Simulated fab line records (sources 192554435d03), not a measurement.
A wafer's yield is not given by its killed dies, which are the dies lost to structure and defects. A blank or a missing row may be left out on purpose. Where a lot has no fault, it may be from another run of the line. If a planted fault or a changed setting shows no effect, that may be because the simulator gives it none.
Split-lot study :: flow n5-finfet :: 39 wafers read from 7 lots, route of 1938 steps

== SPLIT DETAILS ==
At N5_DUMMY_GATE_HM_DEP_06 (deposits SiNx from DCS/NH3, target thk 80 nm, time 5141 s), the setting time-s was moved away from the recipe's 5141 s on 30 of the 39 wafers read, by -59.1% to +24.8%. The other wafers ran this setting at the recipe's value.

The reading is taken at the split's own step.

== THE READING ==
SiNx_of_DUMMY_GATE_HM_DEP_06.thk-nm (the simulator's own value, which no gauge read), in nm, at N5_DUMMY_GATE_HM_DEP_06 (deposits SiNx from DCS/NH3, target thk 80 nm, time 5141 s). No usual value for it is given in the file. Across the 9 wafers here that went through the recipe, the average is 79.8 nm and the standard deviation 0.49 nm.

wafer: L074.1
tool, chamber at the split: -, -
time-s as run, s: 3614
against the recipe: -29.7%
SiNx_of_DUMMY_GATE_HM_DEP_06.thk-nm, nm: 55.6
against lot-mates on the recipe: no lot-mate on the recipe

wafer: L074.3
tool, chamber at the split: -, -
time-s as run, s: 3614
against the recipe: -29.7%
SiNx_of_DUMMY_GATE_HM_DEP_06.thk-nm, nm: 55.6
against lot-mates on the recipe: no lot-mate on the recipe

wafer: L074.2
tool, chamber at the split: -, -
time-s as run, s: 3614
against the recipe: -29.7%
SiNx_of_DUMMY_GATE_HM_DEP_06.thk-nm, nm: 55.2
against lot-mates on the recipe: no lot-mate on the recipe

wafer: L074.4
tool, chamber at the split: -, -
time-s as run, s: 3614
against the recipe: -29.7%
SiNx_of_DUMMY_GATE_HM_DEP_06.thk-nm, nm: 55.8
against lot-mates on the recipe: no lot-mate on the recipe

wafer: L074.5
tool, chamber at the split: -, -
time-s as run, s: 3614
against the recipe: -29.7%
SiNx_of_DUMMY_GATE_HM_DEP_06.thk-nm, nm: 54.6
against lot-mates on the recipe: no lot-mate on the recipe

wafer: L074.6
tool, chamber at the split: -, -
time-s as run, s: 3614
against the recipe: -29.7%
SiNx_of_DUMMY_GATE_HM_DEP_06.thk-nm, nm: 55
against lot-mates on the recipe: no lot-mate on the recipe

wafer: L075.1
tool, chamber at the split: -, -
time-s as run, s: 3763
against the recipe: -26.8%
SiNx_of_DUMMY_GATE_HM_DEP_06.thk-nm, nm: 59
against lot-mates on the recipe: no lot-mate on the recipe

wafer: L075.4
tool, chamber at the split: -, -
time-s as run, s: 3763
against the recipe: -26.8%
SiNx_of_DUMMY_GATE_HM_DEP_06.thk-nm, nm: 59
against lot-mates on the recipe: no lot-mate on the recipe

wafer: L075.6
tool, chamber at the split: -, -
time-s as run, s: 3763
against the recipe: -26.8%
SiNx_of_DUMMY_GATE_HM_DEP_06.thk-nm, nm: 59
against lot-mates on the recipe: no lot-mate on the recipe

wafer: L075.2
tool, chamber at the split: -, -
time-s as run, s: 3763
against the recipe: -26.8%
SiNx_of_DUMMY_GATE_HM_DEP_06.thk-nm, nm: 59.6
against lot-mates on the recipe: no lot-mate on the recipe

wafer: L075.3
tool, chamber at the split: -, -
time-s as run, s: 3763
against the recipe: -26.8%
SiNx_of_DUMMY_GATE_HM_DEP_06.thk-nm, nm: 58.8
against lot-mates on the recipe: no lot-mate on the recipe

wafer: L075.5
tool, chamber at the split: -, -
time-s as run, s: 3763
against the recipe: -26.8%
SiNx_of_DUMMY_GATE_HM_DEP_06.thk-nm, nm: 58.8
against lot-mates on the recipe: no lot-mate on the recipe

wafer: L076.1
tool, chamber at the split: -, -
time-s as run, s: 2103
against the recipe: -59.1%
SiNx_of_DUMMY_GATE_HM_DEP_06.thk-nm, nm: 33.2
against lot-mates on the recipe: no lot-mate on the recipe

wafer: L076.2
tool, chamber at the split: -, -
time-s as run, s: 2103
against the recipe: -59.1%
SiNx_of_DUMMY_GATE_HM_DEP_06.thk-nm, nm: 33.4
against lot-mates on the recipe: no lot-mate on the recipe

wafer: L076.3
tool, chamber at the split: -, -
time-s as run, s: 2103
against the recipe: -59.1%
SiNx_of_DUMMY_GATE_HM_DEP_06.thk-nm, nm: 33.6
against lot-mates on the recipe: no lot-mate on the recipe

wafer: L076.5
tool, chamber at the split: -, -
time-s as run, s: 2103
against the recipe: -59.1%
SiNx_of_DUMMY_GATE_HM_DEP_06.thk-nm, nm: 33.6
against lot-mates on the recipe: no lot-mate on the recipe

wafer: L076.4
tool, chamber at the split: -, -
time-s as run, s: 2103
against the recipe: -59.1%
SiNx_of_DUMMY_GATE_HM_DEP_06.thk-nm, nm: 33.8
against lot-mates on the recipe: no lot-mate on the recipe

wafer: L076.6
tool, chamber at the split: -, -
time-s as run, s: 2103
against the recipe: -59.1%
SiNx_of_DUMMY_GATE_HM_DEP_06.thk-nm, nm: 33
against lot-mates on the recipe: no lot-mate on the recipe

wafer: L077.1
tool, chamber at the split: -, -
time-s as run, s: 5141
against the recipe: recipe
SiNx_of_DUMMY_GATE_HM_DEP_06.thk-nm, nm: 80
against lot-mates on the recipe: -

wafer: L077.2
tool, chamber at the split: -, -
time-s as run, s: 5141
against the recipe: recipe
SiNx_of_DUMMY_GATE_HM_DEP_06.thk-nm, nm: 79.4
against lot-mates on the recipe: -

wafer: L077.3
tool, chamber at the split: -, -
time-s as run, s: 5141
against the recipe: recipe
SiNx_of_DUMMY_GATE_HM_DEP_06.thk-nm, nm: 79.8
against lot-mates on the recipe: -

wafer: L077.6
tool, chamber at the split: -, -
time-s as run, s: 5141
against the recipe: recipe
SiNx_of_DUMMY_GATE_HM_DEP_06.thk-nm, nm: 79.8
against lot-mates on the recipe: -

wafer: L077.4
tool, chamber at the split: -, -
time-s as run, s: 5141
against the recipe: recipe
SiNx_of_DUMMY_GATE_HM_DEP_06.thk-nm, nm: 80.6
against lot-mates on the recipe: -

wafer: L077.5
tool, chamber at the split: -, -
time-s as run, s: 5141
against the recipe: recipe
SiNx_of_DUMMY_GATE_HM_DEP_06.thk-nm, nm: 80.6
against lot-mates on the recipe: -

wafer: L078.3
tool, chamber at the split: lpcvd-01, 0/50
time-s as run, s: 5141
against the recipe: recipe
SiNx_of_DUMMY_GATE_HM_DEP_06.thk-nm, nm: 79.6
against lot-mates on the recipe: -

wafer: L078.5
tool, chamber at the split: lpcvd-01, 0/59
time-s as run, s: 5141
against the recipe: recipe
SiNx_of_DUMMY_GATE_HM_DEP_06.thk-nm, nm: 79
against lot-mates on the recipe: -

wafer: L078.6
tool, chamber at the split: lpcvd-01, 0/64
time-s as run, s: 5141
against the recipe: recipe
SiNx_of_DUMMY_GATE_HM_DEP_06.thk-nm, nm: 79.8
against lot-mates on the recipe: -

wafer: L080.1
tool, chamber at the split: -, -
time-s as run, s: 3368
against the recipe: -34.5%
SiNx_of_DUMMY_GATE_HM_DEP_06.thk-nm, nm: 51.2
against lot-mates on the recipe: no lot-mate on the recipe

wafer: L080.2
tool, chamber at the split: -, -
time-s as run, s: 3368
against the recipe: -34.5%
SiNx_of_DUMMY_GATE_HM_DEP_06.thk-nm, nm: 52.4
against lot-mates on the recipe: no lot-mate on the recipe

wafer: L080.3
tool, chamber at the split: -, -
time-s as run, s: 3368
against the recipe: -34.5%
SiNx_of_DUMMY_GATE_HM_DEP_06.thk-nm, nm: 52.4
against lot-mates on the recipe: no lot-mate on the recipe

wafer: L080.4
tool, chamber at the split: -, -
time-s as run, s: 3368
against the recipe: -34.5%
SiNx_of_DUMMY_GATE_HM_DEP_06.thk-nm, nm: 52.4
against lot-mates on the recipe: no lot-mate on the recipe

wafer: L080.5
tool, chamber at the split: -, -
time-s as run, s: 3368
against the recipe: -34.5%
SiNx_of_DUMMY_GATE_HM_DEP_06.thk-nm, nm: 52.2
against lot-mates on the recipe: no lot-mate on the recipe

wafer: L080.6
tool, chamber at the split: -, -
time-s as run, s: 3368
against the recipe: -34.5%
SiNx_of_DUMMY_GATE_HM_DEP_06.thk-nm, nm: 51.8
against lot-mates on the recipe: no lot-mate on the recipe

wafer: L091.1
tool, chamber at the split: -, -
time-s as run, s: 6414
against the recipe: +24.8%
SiNx_of_DUMMY_GATE_HM_DEP_06.thk-nm, nm: 98.6
against lot-mates on the recipe: no lot-mate on the recipe

wafer: L091.6
tool, chamber at the split: -, -
time-s as run, s: 6414
against the recipe: +24.8%
SiNx_of_DUMMY_GATE_HM_DEP_06.thk-nm, nm: 98.6
against lot-mates on the recipe: no lot-mate on the recipe

wafer: L091.2
tool, chamber at the split: -, -
time-s as run, s: 6414
against the recipe: +24.8%
SiNx_of_DUMMY_GATE_HM_DEP_06.thk-nm, nm: 98
against lot-mates on the recipe: no lot-mate on the recipe

wafer: L091.3
tool, chamber at the split: -, -
time-s as run, s: 6414
against the recipe: +24.8%
SiNx_of_DUMMY_GATE_HM_DEP_06.thk-nm, nm: 99
against lot-mates on the recipe: no lot-mate on the recipe

wafer: L091.4
tool, chamber at the split: -, -
time-s as run, s: 6414
against the recipe: +24.8%
SiNx_of_DUMMY_GATE_HM_DEP_06.thk-nm, nm: 98.4
against lot-mates on the recipe: no lot-mate on the recipe

wafer: L091.5
tool, chamber at the split: -, -
time-s as run, s: 6414
against the recipe: +24.8%
SiNx_of_DUMMY_GATE_HM_DEP_06.thk-nm, nm: 99.2
against lot-mates on the recipe: no lot-mate on the recipe

THE FIT
A straight line over all 39 wafers: SiNx_of_DUMMY_GATE_HM_DEP_06.thk-nm changes by +0.784 nm for each +1% of time-s; r = +1.00; the points scatter about the line by 0.65 nm.
Too few moved wafers have a lot-mate on the recipe to fit a line with each lot's own level taken away.

== THE FILE'S OWN FIT ==
SiNx_of_DUMMY_GATE_HM_DEP_06.thk-nm changes by +0.784 nm for each +1% of time-s, r = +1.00.
